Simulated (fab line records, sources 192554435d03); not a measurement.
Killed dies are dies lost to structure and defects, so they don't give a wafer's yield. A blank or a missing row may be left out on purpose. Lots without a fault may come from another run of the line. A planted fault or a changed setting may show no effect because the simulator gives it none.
Split-lot experiment | flow n5_finfet | 7 lots, 39 wafers read, on a route of 1938 steps

THE SPLIT
At N5_DUMMY_GATE_ETCH_32 (etches SiO2 in CF4, target depth 3.5 nm, time 3.9 s), the setting time_s was moved away from the recipe's 3.9 s on 15 of the 39 wafers read, by -57.7% to +42.1%. The other wafers ran this setting at the recipe's value.

The reading is taken at the split's own step.

THE READING
etch.depth_nm (the simulator's own value, which no gauge read), in nm, at N5_DUMMY_GATE_ETCH_32 (etches SiO2 in CF4, target depth 3.5 nm, time 3.9 s). The file gives no usual value for it. The 24 wafers here that ran the recipe average 3.512 nm, standard deviation 0.063 nm.

wafer  | tool, chamber at the split | time_s as run, s | against the recipe | etch.depth_nm, nm | against lot-mates on the recipe
L076.1 | rie_si-02, 3               | 3.9              | recipe             | 3.617             | -
L076.2 | rie_si-02, 2               | 2.752            | -29.4%             | 2.516             | -0.972
L076.3 | rie_si-02, 0               | 3.9              | recipe             | 3.412             | -
L076.4 | rie_si-02, 2               | 2.752            | -29.4%             | 2.507             | -0.981
L076.5 | rie_si-02, 0               | 3.9              | recipe             | 3.435             | -
L076.6 | rie_si-02, 3               | 2.752            | -29.4%             | 2.544             | -0.944
L083.1 | rie_si-06, 2               | 3.9              | recipe             | 3.47              | -
L083.2 | rie_si-06, 3               | 3.9              | recipe             | 3.377             | -
L083.3 | rie_si-06, 0               | 3.9              | recipe             | 3.528             | -
L083.4 | rie_si-06, 1               | 3.9              | recipe             | 3.539             | -
L083.5 | rie_si-06, 0               | 3.9              | recipe             | 3.538             | -
L083.6 | rie_si-06, 1               | 3.9              | recipe             | 3.532             | -
L084.1 | rie_si-06, 1               | 1.648            | -57.7%             | 1.496             | -2.016
L084.2 | rie_si-06, 2               | 3.9              | recipe             | 3.466             | -
L084.3 | rie_si-06, 3               | 1.648            | -57.7%             | 1.457             | -2.055
L084.4 | rie_si-06, 0               | 1.648            | -57.7%             | 1.487             | -2.025
L084.5 | rie_si-06, 1               | 3.9              | recipe             | 3.53              | -
L084.6 | rie_si-06, 0               | 3.9              | recipe             | 3.54              | -
L085.1 | rie_si-04, 3               | 5.067            | +29.9%             | 4.44              | +0.939
L085.2 | rie_si-04, 2               | 5.067            | +29.9%             | 4.616             | +1.115
L085.3 | rie_si-04, 0               | 3.9              | recipe             | 3.517             | -
L085.4 | rie_si-04, 1               | 3.9              | recipe             | 3.4               | -
L085.5 | rie_si-04, 1               | 5.067            | +29.9%             | 4.435             | +0.934
L085.6 | rie_si-04, 2               | 3.9              | recipe             | 3.585             | -
L090.1 | rie_si-06, 0               | 3.9              | recipe             | 3.569             | -
L090.2 | rie_si-06, 2               | 1.693            | -56.6%             | 1.515             | -2.021
L090.3 | rie_si-06, 3               | 1.693            | -56.6%             | 1.481             | -2.055
L090.4 | rie_si-06, 1               | 3.9              | recipe             | 3.529             | -
L090.5 | rie_si-06, 2               | 3.9              | recipe             | 3.511             | -
L090.6 | rie_si-06, 3               | 1.693            | -56.6%             | 1.488             | -2.048
L093.1 | rie_si-06, 3               | 3.9              | recipe             | 3.434             | -
L093.2 | rie_si-06, 0               | 3.9              | recipe             | 3.582             | -
L093.6 | rie_si-06, 0               | 3.9              | recipe             | 3.609             | -
L095.1 | rie_si-04, 2               | 3.9              | recipe             | 3.511             | -
L095.2 | rie_si-04, 3               | 5.541            | +42.1%             | 4.855             | +1.329
L095.3 | rie_si-04, 1               | 5.541            | +42.1%             | 4.81              | +1.284
L095.4 | rie_si-04, 0               | 3.9              | recipe             | 3.506             | -
L095.5 | rie_si-04, 3               | 5.541            | +42.1%             | 4.884             | +1.358
L095.6 | rie_si-04, 2               | 3.9              | recipe             | 3.562             | -

THE FIT
A straight line over all 39 wafers: etch.depth_nm changes by +0.0343 nm for each +1% of time_s; r = +1.00; the points scatter about the line by 0.068 nm.
The same after taking each lot's own level away (the mean of its wafers on the recipe; 39 wafers): +0.0343 nm for each +1%; r = +1.00; scatter 0.071 nm.
On that fit, the largest move of time_s shifts the reading by 2 nm.
The lots' own levels span 3.4880 to 3.5417 nm, that is 0.8 times the standard deviation above.
So the lot-to-lot level changes the slope little: the two slopes agree.
Check: with one of the wafers moved furthest among these (-57.7%) left out of the fit, the line predicts -2 nm for it against its lot-mates. It came out at -2.02 nm against them.

OTHER SPLITS ON THESE WAFERS
These wafers also went through other splits before the reading. Each is held against what the fit with the lots' levels taken away leaves over:
other split on the same wafers     | wafers away from the commonest value | r with etch.depth_nm (lot level and that fit taken away)
N5_FIN_SAQP_HM_DEP_03 target_thk_a | 18                                   | -0.12

THE FILE'S OWN FIT
etch.depth_nm changes by +0.0344 nm for each +1% of time_s, r = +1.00.
